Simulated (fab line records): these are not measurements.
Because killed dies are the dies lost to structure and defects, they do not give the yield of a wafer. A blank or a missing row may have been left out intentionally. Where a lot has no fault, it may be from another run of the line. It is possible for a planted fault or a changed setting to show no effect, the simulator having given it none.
A struck lot beside a sound one ; flow nand_harc ; 14 out of 1302 route steps
Sound: wafers L421.1, L421.2, L421.6. Wafers struck: L433.2, L433.4, L433.6. The cause is named last.
For every step that has rows: the tool of each side, followed by ch and its chambers, followed by its first start. Under that, the readings that differ: sound wafers ; struck wafers ; difference of the means ; sigmas: that difference in standard deviations of wafers without a fault.
alike: a reading whose means differ by less than 2 such deviations, as well as words and numbers matching on both sides. not compared: withheld readings; readings where some wafer has no value; bounds like >300 that might hide an equal value; numbers whose values overlap and for which the record gives no deviation.
Wherever a step has rows on one side only, a row that says differs or no value, or a row with sigmas, the two part there. Numbers that don't overlap but have no deviation are shown without sigmas and don't part them. A reading missing from all wafers of one side parts the sides only when that side holds two or more wafers.

first, 9 steps without rows for these wafers: NHARC_A_STAIRCASE_DEHYDRATE_176 (time 120 s); NHARC_A_STAIRCASE_HMDS_177 (time 30 s); NHARC_A_STAIRCASE_COAT_178; NHARC_A_STAIRCASE_SOFTBAKE_179 (time 170 s); NHARC_A_STAIRCASE_EBR_180; NHARC_A_STAIRCASE_EXPOSE_181 (exposes mask STAIR 2); NHARC_A_STAIRCASE_PEB_182 (peb time 130 s); NHARC_A_STAIRCASE_DEVELOP_183 (time 140 s); NHARC_A_STAIRCASE_HARDBAKE_185 (time 140 s).
NHARC_A_STAIRCASE_DESCUM_186: chemistry O2, time 3 s.
  sound on rie_diel-04 ch 0,1,3, day 17 11:43; struck on rie_diel-10 ch 0,2,3, day 22 08:18
  alike: drypump_motor_current_A, oes_product_au, rf_vpp_V, showerhead_plenum_p_Torr, throttle_valve_pct
  not compared: rf_hours_counter_h
NHARC_A_STAIRCASE_TRIM_187: chemistry O2, time 211.2 s.
  sound on rie_diel-04 ch 0,2,3, day 17 11:49; struck on rie_diel-10 ch 0,2, day 22 08:23
  alike: drypump_motor_current_A, oes_product_au, rf_vpp_V, showerhead_plenum_p_Torr, throttle_valve_pct
  not compared: rf_hours_counter_h
NHARC_A_STAIRCASE_ETCH_188: etches the open film in C4F8/O2, target depth 100 nm, time 40.5 s.
  sound on rie_diel-04 ch 0,1,3, day 17 11:57; struck on rie_diel-10 ch 1,2, day 22 08:35
  no value came back on the struck wafers for any of 5 readings (bias_w (W), chamber_pressure_mTorr (mTorr) and others); on the sound wafers bias_w (W) reads 1003.7 1005.5 1000.5
  not compared: rf_hours_counter_h
NHARC_A_STAIRCASE_TRIM_189: chemistry O2, time 211.2 s.
  sound on rie_diel-04 ch 0,3; struck on rie_diel-10 ch 0,2,3
  alike: drypump_motor_current_A, oes_product_au, rf_vpp_V, showerhead_plenum_p_Torr, throttle_valve_pct
  not compared: rf_hours_counter_h
-- the record jumps here: 11 days lie between the struck wafers' starts before and after (it left off in module A_STAIRCASE and takes up again in module END, whose first step shown is number 1302 of the route) --
NHARC_END_SORT_01:
  the record has rows for the struck wafers here (prober-01 ch 0, day 33 00:55) and none for the sound ones

== WHERE THEY PART ==
Last at NHARC_END_SORT_01 as far as this record goes, first at NHARC_A_STAIRCASE_ETCH_188.

WHY: the cause the simulator had injected
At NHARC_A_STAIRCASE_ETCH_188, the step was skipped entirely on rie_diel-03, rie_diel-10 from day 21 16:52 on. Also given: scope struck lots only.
